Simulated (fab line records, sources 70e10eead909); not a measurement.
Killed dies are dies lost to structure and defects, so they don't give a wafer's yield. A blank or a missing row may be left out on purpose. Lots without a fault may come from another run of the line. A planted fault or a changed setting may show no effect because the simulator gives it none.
A struck lot beside a sound one | flow nand_harc | 26 steps out of a route of 1302
Sound: wafers L552.1, L552.4, L552.5. Struck: wafers L557.1, L557.2, L557.4. The cause comes at the end.
At each step with rows: each side's tool, then ch and its chambers, then its first start. Under that, the readings that differ: sound wafers | struck wafers | difference of the means | sigmas: that difference in standard deviations of wafers without a fault.
alike: readings whose means differ by less than 2 such deviations, and words and numbers that are the same on both sides. not compared: withheld readings, readings that some wafer has no value for, bounds like >300 that may hide the same value, and numbers for which the record gives no deviation and whose values overlap.
The two part at a step that has a row with sigmas, a row that says differs or no value, or rows on one side only. Numbers that don't overlap but have no deviation are shown without sigmas and don't part them. A reading that every wafer of one side lacks parts them only if that side has two wafers or more.

NHARC_P_ZERO_WELL_INSPECT_43:
  sound on defect_inspect-02, day 4 05:35; struck on defect_inspect-02, day 6 07:35
  alike: raw_defect_count
then, 11 steps without rows for these wafers: NHARC_P_STI_ETCH_26 (etches SiO2 in dHF, target depth 11 nm); NHARC_P_STI_PRECLEAN_27 (cleans in SC1); NHARC_P_STI_SRD_28; NHARC_P_STI_OXIDE_29 (material SiO2, target thk 10 nm, ox time 1362 s); NHARC_P_STI_HM_DEP_30 (deposits Si3N4, target thk 80 nm, time 873 s); NHARC_P_STI_DEHYDRATE_01 (time 120 s); NHARC_P_STI_HMDS_02 (time 30 s); NHARC_P_STI_COAT_41 (time 65 s); NHARC_P_STI_COAT_03 (resist thk 600 nm); NHARC_P_STI_SOFTBAKE_04 (time 70 s); NHARC_P_STI_EBR_05.
NHARC_P_STI_EXPOSE_06: exposes mask P STI, target cd 200 nm.
  sound on krf_scanner-02 ch 0, day 4 21:54; struck on krf_scanner-04 ch 0, day 6 23:50
  reading | sound                   | struck                           | difference | sigmas
  mask    | P_STI#0 P_STI#0 P_STI#0 | P_STI_R1#0 P_STI_R1#0 P_STI_R1#0 | differs    |
then, 2 steps without rows for these wafers: NHARC_P_STI_PEB_07 (peb time 80 s); NHARC_P_STI_DEVELOP_08 (time 50 s).
NHARC_P_STI_CD_MEAS_09: target cd 200 nm.
  sound on cd_sem-01 ch 0, day 4 22:03; struck on cd_sem-03 ch 0, day 6 23:59
  reading    | sound             | struck            | difference | sigmas
  cd_nm (nm) | 203.3 198.4 204.6 | 221.9 223.9 223.4 | +21.0      | +11
NHARC_P_STI_OVL_MEAS_10:
  sound on overlay-02, day 4 22:08; struck on overlay-02, day 7 00:05
  alike: overlay_x_nm, overlay_y_nm
NHARC_P_STI_INSPECT_11:
  sound on defect_inspect-01, day 4 22:11; struck on defect_inspect-02, day 7 00:07
  alike: raw_defect_count
then, 1 step without rows for these wafers: NHARC_P_STI_HARDBAKE_13 (time 65 s).
NHARC_P_STI_DESCUM_14: chemistry O2, time 3 s.
  sound on rie_diel-06 ch 0,1, day 4 22:19; struck on rie_diel-04 ch 0,1,2, day 7 00:15
  reading                | sound             | struck            | difference | sigmas
  model.P_STI.cd_nm (nm) | 203.1 198.2 203.9 | 222.2 223.7 222.9 | +21.2      |
  alike: drypump_motor_current_A, oes_product_au, rf_vpp_V, showerhead_plenum_p_Torr, throttle_valve_pct
  not compared: rf_hours_counter_h
NHARC_P_STI_ETCH_42: etches the open film in N2/H2, target depth 80 nm, overetch 24 nm, time 61 s.
  sound on rie_diel-06 ch 0,1,2, day 4 22:24; struck on rie_diel-04 ch 0,2,3, day 7 00:20
  alike: drypump_motor_current_A, h2_flow_sccm, oes_product_au, rf_vpp_V, showerhead_plenum_p_Torr, throttle_valve_pct
  not compared: rf_hours_counter_h
NHARC_P_STI_ETCH_31: etches the open film in CF4/CHF3, target depth 108.9 nm, time 54.5 s.
  sound on rie_diel-06 ch 0,1,2; struck on rie_diel-04 ch 1,2,3
  alike: drypump_motor_current_A, oes_product_au, rf_vpp_V, showerhead_plenum_p_Torr, throttle_valve_pct
  not compared: rf_hours_counter_h
NHARC_P_STI_ETCH_15: etches the open film in HBr/Cl2, target depth 300 nm, time 100.1 s.
  sound on rie_si-05 ch 0,3, day 4 22:35; struck on rie_si-06 ch 0,2,3, day 7 00:32
  reading                | sound             | struck            | difference | sigmas
  model.P_STI.cd_nm (nm) | 201.1 197.2 201.9 | 222.2 223.3 221.7 | +22.3      |
  alike: drypump_motor_current_A, oes_product_au, throttle_valve_pct
  not compared: rf_hours_counter_h
NHARC_P_STI_CD_MEAS_16:
  sound on cd_sem-01, day 4 22:45; struck on cd_sem-03, day 7 00:41
  reading    | sound             | struck            | difference | sigmas
  cd_nm (nm) | 201.1 197.1 201.7 | 222.0 223.4 221.8 | +22.4      | +10
NHARC_P_STI_OCD_MEAS_17:
  sound on ocd-01, day 4 22:50; struck on ocd-02, day 7 00:47
  reading                | sound             | struck            | difference | sigmas
  trench_foot_cd_nm (nm) | 160.5 156.1 162.2 | 181.6 180.5 180.7 | +21.3      | +10
  alike: trench_depth_nm
then, 1 step without rows for these wafers: NHARC_P_STI_STRIP_19 (strips in SPM, time 900 s).

WHERE THEY PART
First at NHARC_P_STI_EXPOSE_06; last, within this record, at NHARC_P_STI_OCD_MEAS_17.

WHY: what the simulator had put in
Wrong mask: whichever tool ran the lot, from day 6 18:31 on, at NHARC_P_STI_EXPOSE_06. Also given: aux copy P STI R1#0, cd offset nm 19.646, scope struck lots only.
